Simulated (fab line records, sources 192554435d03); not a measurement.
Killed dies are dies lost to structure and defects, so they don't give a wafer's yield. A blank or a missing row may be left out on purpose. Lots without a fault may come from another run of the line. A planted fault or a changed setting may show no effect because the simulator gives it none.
A struck lot beside a sound one | flow n5_finfet | 14 steps out of a route of 1938
Sound: wafers L938.4, L938.5, L938.6. Struck: wafers L946.1, L946.2, L946.4. The cause comes at the end.
At each step with rows: each side's tool, then ch and its chambers, then its first start. Under that, the readings that differ: sound wafers | struck wafers | difference of the means | sigmas: that difference in standard deviations of wafers without a fault.
alike: readings whose means differ by less than 2 such deviations, and words and numbers that are the same on both sides. not compared: withheld readings, readings that some wafer has no value for, bounds like >300 that may hide the same value, and numbers for which the record gives no deviation and whose values overlap.
The two part at a step that has a row with sigmas, a row that says differs or no value, or rows on one side only. Numbers that don't overlap but have no deviation are shown without sigmas and don't part them. A reading that every wafer of one side lacks parts them only if that side has two wafers or more.

first, 1 step without rows for these wafers: N5_BEOL_M9_ANNEAL_51 (time 90 s).
N5_BEOL_M9_CMP_52: polishes, stops on SiCOH lowk, t overpolish 7 s, target thk 140 nm.
  sound on cmp-01 ch 0,1,2, day 10 18:41; struck on cmp-04 ch 0,1,2, day 13 03:26
  alike: barrier_field_endpoint_s, clearing_platen_down_force_psi, motor_current_A, overpolish_run_s, slurry_filter_dp_kPa, slurry_flow_ml_min, time_to_endpoint_s
N5_BEOL_M9_THK_MEAS_53: measures by xrf.
  sound on film_metro-02, day 10 18:55; struck on film_metro-01, day 13 03:43
  alike: M9_THK
then, 1 step without rows for these wafers: N5_BEOL_M9_PRE_CLEAN_55 (time 15 s).
N5_BEOL_M9_DEP_56: deposits SiCN from 3MS/NH3, target thk 15 nm, time 26.5 s.
  sound on pecvd-02 ch 0,1,2, day 10 19:00; struck on pecvd-01 ch 0,1,2, day 13 03:47
  reading                         | sound             | struck            | difference | sigmas
  showerhead_plenum_p_Torr (Torr) | 3.645 3.654 3.666 | 3.684 3.675 3.676 | +0.023     | +2
  alike: chamber_pressure_Torr, throttle_valve_pct
N5_BEOL_M9_RS_MEAS_57: measures by four-point-probe.
  sound on film_metro-02, day 10 19:03; struck on film_metro-01, day 13 03:52
  alike: M9_RS
N5_BEOL_M9_INSPECT_58: inspects for defects (darkfield).
  sound on defect_inspect-02, day 10 19:05; struck on defect_inspect-02, day 13 03:53
  alike: raw_defect_count
N5_BEOL_M10_ILD_DEP_00: deposits SiCOH lowk from DEMS/porogen, target thk 308.51 nm, time 58 s.
  sound on pecvd-02 ch 0,1,2, day 10 19:08; struck on pecvd-01 ch 0,2, day 13 03:55
  alike: chamber_pressure_Torr, heater_power_w, showerhead_plenum_p_Torr, susceptor_temp_C, throttle_valve_pct
N5_BEOL_M10_CURE_71: cures SiCOH lowk, time 240 s.
  sound on uv_cure-01 ch 0, day 10 19:50; struck on uv_cure-03 ch 0, day 13 04:00
  alike: lamp_power_pct, wafer_temp_C_max
N5_BEOL_M10_THK_MEAS_01:
  sound on film_metro-02, day 10 20:20; struck on film_metro-01, day 13 04:31
  alike: M10_ILD_THK
N5_BEOL_M10_PECVD_70: deposits SiO2 from TEOS/O2, target thk 20 nm, time 22.7 s.
  sound on pecvd-02 ch 0,1,2, day 10 20:24; struck on pecvd-02 ch 0,1, day 13 04:33
  alike: chamber_pressure_Torr, heater_power_w, showerhead_plenum_p_Torr, susceptor_temp_C, throttle_valve_pct
then, 1 step without rows for these wafers: N5_BEOL_M10_HM_DEP_02 (deposits TiN, target thk 20 nm).
N5_BEOL_M10_COAT_59: time 60 s, resist thk 100 nm.
  sound on litho_track-03 ch 0, day 10 20:50; struck on litho_track-03 ch 0, day 13 04:45
  reading                  | sound                | struck               | difference | sigmas
  heater_power_total_W (W) | 498.4 499.9 498.7    | 472.2 470.2 471.4    | -27.7      | -15
  plate_temp_C (C)         | 249.93 250.21 249.82 | 238.80 238.53 238.74 | -11.30     | -75
then, 1 step without rows for these wafers: N5_BEOL_M10_COAT_60 (time 60 s, resist thk 30 nm).

WHERE THEY PART
First at N5_BEOL_M9_DEP_56; last, within this record, at N5_BEOL_M10_COAT_59.

WHY: what the simulator had put in
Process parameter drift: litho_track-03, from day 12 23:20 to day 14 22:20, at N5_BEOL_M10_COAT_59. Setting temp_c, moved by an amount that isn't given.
